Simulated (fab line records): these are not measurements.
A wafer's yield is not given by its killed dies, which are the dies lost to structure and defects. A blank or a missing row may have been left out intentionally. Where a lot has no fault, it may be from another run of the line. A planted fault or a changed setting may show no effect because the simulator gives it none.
Lot-split experiment -- flow n5Finfet -- 7 lots, 39 wafers read, on a route of 1938 steps

## ON THE SPLIT
At N5_DUMMY_GATE_EXPOSE_12 (exposes mask GATE, target cd 25 nm), the setting doseMj was moved away from the recipe's 34 on 18 of the 39 wafers read, by -7.4% to +6.9%. This setting was run at the recipe's value on the other wafers.

## FROM THE SPLIT TO THE READING: what the file shows between them, 13 steps
- N5_DUMMY_GATE_PEB_13: peb time 60 s
- N5_DUMMY_GATE_DEVELOP_14: develop time 30 s
- N5_DUMMY_GATE_CD_MEAS_15: target cd 25.8 nm
- N5_DUMMY_GATE_STRIP_38: strips in N2/H2
- N5_DUMMY_GATE_STRIP_39: strips in N2/H2
- N5_DUMMY_GATE_TRIM_49: chemistry O2, time 29 s, target cd 14 nm
- N5_DUMMY_GATE_STRIP_40: strips in CF4
- N5_DUMMY_GATE_CD_MEAS_50: target cd 14 nm
- N5_DUMMY_GATE_ETCH_31: etches SiO2 in C4F6/O2, target depth 82.5 nm, time 27.5 s
- N5_DUMMY_GATE_STRIP_41: strips in O2
- N5_DUMMY_GATE_ETCH_32: etches SiO2 in CF4, target depth 3.5 nm, time 3.9 s
- N5_DUMMY_GATE_ETCH_23: etches poly-Si in HBr/Cl2/O2, target depth 41 nm, time 22.3 s
- N5_DUMMY_GATE_ETCH_44: etches poly-Si in HBr/O2, stops on SiO2, target depth 127.5 nm

## THE READING
cdNm, in nm, at N5_DUMMY_GATE_CD_MEAS_24 (target cd 15 nm). Fault-free wafers of this fab line usually give 15.0 nm, standard deviation 0.43 nm.

wafer,"tool, chamber at the split",doseMj as run,against the recipe,"cdNm, nm",against lot-mates on the recipe
L076.1,"euvScanner-02, 0",32.11,-5.6%,15.4,+0.5
L076.2,"euvScanner-02, 0",34,recipe,15.7,-
L076.3,"euvScanner-02, 0",34,recipe,14.7,-
L076.4,"euvScanner-02, 0",32.11,-5.6%,16.1,+1.2
L076.5,"euvScanner-02, 0",32.11,-5.6%,16.1,+1.2
L076.6,"euvScanner-02, 0",34,recipe,14.4,-
L077.1,"euvScanner-02, 0",34,recipe,15.7,-
L077.4,"euvScanner-02, 0",34,recipe,15.3,-
L077.6,"euvScanner-02, 0",34,recipe,15.1,-
L079.1,"euvScanner-01, 0",34,recipe,15.0,-
L079.2,"euvScanner-01, 0",34,recipe,14.7,-
L079.3,"euvScanner-01, 0",36.33,+6.9%,14.0,-0.7
L079.4,"euvScanner-01, 0",36.33,+6.9%,14.0,-0.7
L079.5,"euvScanner-01, 0",36.33,+6.9%,13.5,-1.2
L079.6,"euvScanner-01, 0",34,recipe,14.3,-
L080.1,"euvScanner-01, 0",34,recipe,15.0,-
L080.2,"euvScanner-01, 0",31.5,-7.4%,16.6,+1.5
L080.3,"euvScanner-01, 0",34,recipe,14.8,-
L080.4,"euvScanner-01, 0",31.5,-7.4%,16.3,+1.2
L080.5,"euvScanner-01, 0",31.5,-7.4%,16.3,+1.2
L080.6,"euvScanner-01, 0",34,recipe,15.6,-
L083.1,"euvScanner-02, 0",32.52,-4.4%,15.6,+0.9
L083.2,"euvScanner-02, 0",32.52,-4.4%,15.3,+0.6
L083.3,"euvScanner-02, 0",34,recipe,14.5,-
L083.4,"euvScanner-02, 0",34,recipe,14.8,-
L083.5,"euvScanner-02, 0",34,recipe,14.8,-
L083.6,"euvScanner-02, 0",32.52,-4.4%,15.4,+0.7
L085.1,"euvScanner-02, 0",36.35,+6.9%,14.1,-1.3
L085.2,"euvScanner-02, 0",34,recipe,15.4,-
L085.3,"euvScanner-02, 0",36.35,+6.9%,13.8,-1.6
L085.4,"euvScanner-02, 0",34,recipe,15.6,-
L085.5,"euvScanner-02, 0",34,recipe,15.2,-
L085.6,"euvScanner-02, 0",36.35,+6.9%,13.3,-2.1
L091.1,"euvScanner-02, 0",34,recipe,14.6,-
L091.2,"euvScanner-02, 0",32.01,-5.9%,16.1,+1.3
L091.3,"euvScanner-02, 0",32.01,-5.9%,15.6,+0.8
L091.4,"euvScanner-02, 0",32.01,-5.9%,16.5,+1.7
L091.5,"euvScanner-02, 0",34,recipe,14.9,-
L091.6,"euvScanner-02, 0",34,recipe,15.0,-

FIT RESULTS
A straight line over all 39 wafers: cdNm changes by -0.172 nm for each +1% of doseMj; r = -0.89; the points scatter about the line by 0.38 nm.
The same after taking each lot's own level away (the mean of its wafers on the recipe; 39 wafers): -0.181 nm for each +1%; r = -0.91; scatter 0.35 nm.
That fit puts the effect of the largest move of doseMj on the reading at 1.3 nm.
The lots' own levels span 14.67 to 15.40 nm, that is 1.7 times the standard deviation above.
So the lot-to-lot level changes the slope little: the two slopes agree.
Check: with one of the wafers moved furthest among these (-7.4%) left out of the fit, the line predicts +1.32 nm for it against its lot-mates. Against them it came out at +1.47 nm.

## THE OTHER SPLITS THESE WAFERS WENT THROUGH
Before the reading, these wafers also passed through other splits. Each is held against what the fit with the lots' levels taken away leaves over:
other split on the same wafers,wafers away from the commonest value,r with cdNm (lot level and that fit taken away)
N5_DUMMY_GATE_CVD_03 tempC,24,+0.28

## THE WHOLE CHAIN: every reading that the file lists as answering this split, in the file's order
step,what it does,reading,change (the file's fit),r (the file's)
N5_DUMMY_GATE_CD_MEAS_15,target cd 25.8 nm,cdNm,-0.169 nm for each +1% of the setting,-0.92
N5_DUMMY_GATE_TRIM_49,"chemistry O2, time 29 s, target cd 14 nm","DUMMY_GATE.cdNm (the simulator's own value, which no gauge read)",-0.17 nm for each +1% of the setting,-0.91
N5_DUMMY_GATE_CD_MEAS_50,target cd 14 nm,cdNm,-0.163 nm for each +1% of the setting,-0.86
N5_DUMMY_GATE_ETCH_44,"etches poly-Si in HBr/O2, stops on SiO2, target depth 127.5 nm","DUMMY_GATE.cdNm (the simulator's own value, which no gauge read)",-0.186 nm for each +1% of the setting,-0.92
N5_DUMMY_GATE_CD_MEAS_24,target cd 15 nm,cdNm,-0.181 nm for each +1% of the setting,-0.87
N5_DUMMY_GATE_ETCH_42,"etches SiO2 in CHF3/O2, target depth 3.5 nm, time 31 s","DUMMY_GATE.cdNm (the simulator's own value, which no gauge read)",-0.184 nm for each +1% of the setting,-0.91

## FILE'S OWN FIT
cdNm changes by -0.181 nm for each +1% of doseMj, r = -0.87.
